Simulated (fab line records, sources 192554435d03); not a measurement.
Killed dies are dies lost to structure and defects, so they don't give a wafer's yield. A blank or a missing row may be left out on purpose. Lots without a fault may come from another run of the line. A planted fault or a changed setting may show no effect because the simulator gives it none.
Split-lot experiment | flow n5_finfet | 7 lots, 21 wafers read, on a route of 1938 steps

THE SPLIT
At N5_BEOL_M10_ILD_DEP_00 (deposits SiCOH lowk from DEMS/porogen, target thk 308.51 nm, time 58 s), the setting time_s was moved away from the recipe's 58 s on 4 of the 21 wafers read, by -9.5% to +6.4%. The other wafers ran this setting at the recipe's value.

FROM THE SPLIT TO THE READING: what the file shows between them, 1 step
- N5_BEOL_M10_CURE_71: cures SiCOH lowk, time 240 s

THE READING
M10_ILD_THK, in nm, at N5_BEOL_M10_THK_MEAS_01. Fault-free wafers of this fab line usually give 268 nm, standard deviation 3.2 nm.

wafer  | tool, chamber at the split | time_s as run, s | against the recipe | M10_ILD_THK, nm | against lot-mates on the recipe
L075.1 | pecvd-01, 1                | 58               | recipe             | 266             | -
L075.3 | pecvd-01, 2                | 58               | recipe             | 267             | -
L075.6 | pecvd-01, 0                | 58               | recipe             | 271             | -
L074.2 | pecvd-01, 2                | 58               | recipe             | 270             | -
L074.4 | pecvd-01, 2                | 58               | recipe             | 275             | -
L074.6 | pecvd-01, 0                | 58               | recipe             | 270             | -
L077.3 | pecvd-01, 2                | 58               | recipe             | 264             | -
L077.4 | pecvd-01, 2                | 58               | recipe             | 272             | -
L077.6 | pecvd-01, 1                | 58               | recipe             | 270             | -
L082.1 | pecvd-01, 2                | 61.72            | +6.4%              | 284             | +16
L082.2 | pecvd-01, 0                | 58               | recipe             | 268             | -
L082.3 | pecvd-01, 1                | 61.72            | +6.4%              | 283             | +15
L086.2 | pecvd-01, 0                | 58               | recipe             | 263             | -
L086.5 | pecvd-01, 1                | 52.48            | -9.5%              | 248             | -15
L086.6 | pecvd-01, 2                | 52.48            | -9.5%              | 245             | -18
L090.1 | pecvd-02, 0                | 58               | recipe             | 265             | -
L090.3 | pecvd-02, 2                | 58               | recipe             | 263             | -
L090.5 | pecvd-02, 0                | 58               | recipe             | 264             | -
L092.1 | pecvd-04, 0                | 58               | recipe             | 263             | -
L092.4 | pecvd-04, 2                | 58               | recipe             | 271             | -
L092.5 | pecvd-04, 1                | 58               | recipe             | 273             | -

THE FIT
A straight line over all 21 wafers: M10_ILD_THK changes by +2.31 nm for each +1% of time_s; r = +0.92; the points scatter about the line by 3.6 nm.
The same after taking each lot's own level away (the mean of its wafers on the recipe; 21 wafers): +1.96 nm for each +1%; r = +0.93; scatter 2.8 nm.
On that fit, the largest move of time_s shifts the reading by 19 nm.
The lots' own levels span 263.0 to 271.7 nm, that is 2.7 times the standard deviation above.
So the lot-to-lot level changes the slope: the two fits differ.
Check: with one of the wafers moved furthest among these (-9.5%) left out of the fit, the line predicts -20 nm for it against its lot-mates. It came out at -15 nm against them.

OTHER SPLITS ON THESE WAFERS
These wafers also went through other splits before the reading. Each is held against what the fit with the lots' levels taken away leaves over:
other split on the same wafers   | wafers away from the commonest value | r with M10_ILD_THK (lot level and that fit taken away)
N5_BEOL_M5_COAT_74 spin_rpm      | 7                                    | +0.22
N5_BEOL_M6_EXPOSE_25 dose_mj     | 7                                    | -0.50
N5_BEOL_M9_CMP_52 down_force_psi | 5                                    | -0.09

THE WHOLE CHAIN: every reading that the file lists as answering this split, in the file's order
step                    | what it does                                                           | reading                                                                                   | change (the file's fit)              | r (the file's)
N5_BEOL_M10_ILD_DEP_00  | deposits SiCOH lowk from DEMS/porogen, target thk 308.51 nm, time 58 s | SiCOH_lowk_of_BEOL_M10_ILD_DEP_00.thk_nm (the simulator's own value, which no gauge read) | +2.2 nm for each +1% of the setting  | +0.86
N5_BEOL_M10_CURE_71     | cures SiCOH lowk, time 240 s                                           | SiCOH_lowk_of_BEOL_M10_ILD_DEP_00.thk_nm (the simulator's own value, which no gauge read) | +1.95 nm for each +1% of the setting | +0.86
N5_BEOL_M10_THK_MEAS_01 |                                                                        | M10_ILD_THK                                                                               | +1.95 for each +1% of the setting    | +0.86

THE FILE'S OWN FIT
M10_ILD_THK changes by +1.95 nm for each +1% of time_s, r = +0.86.
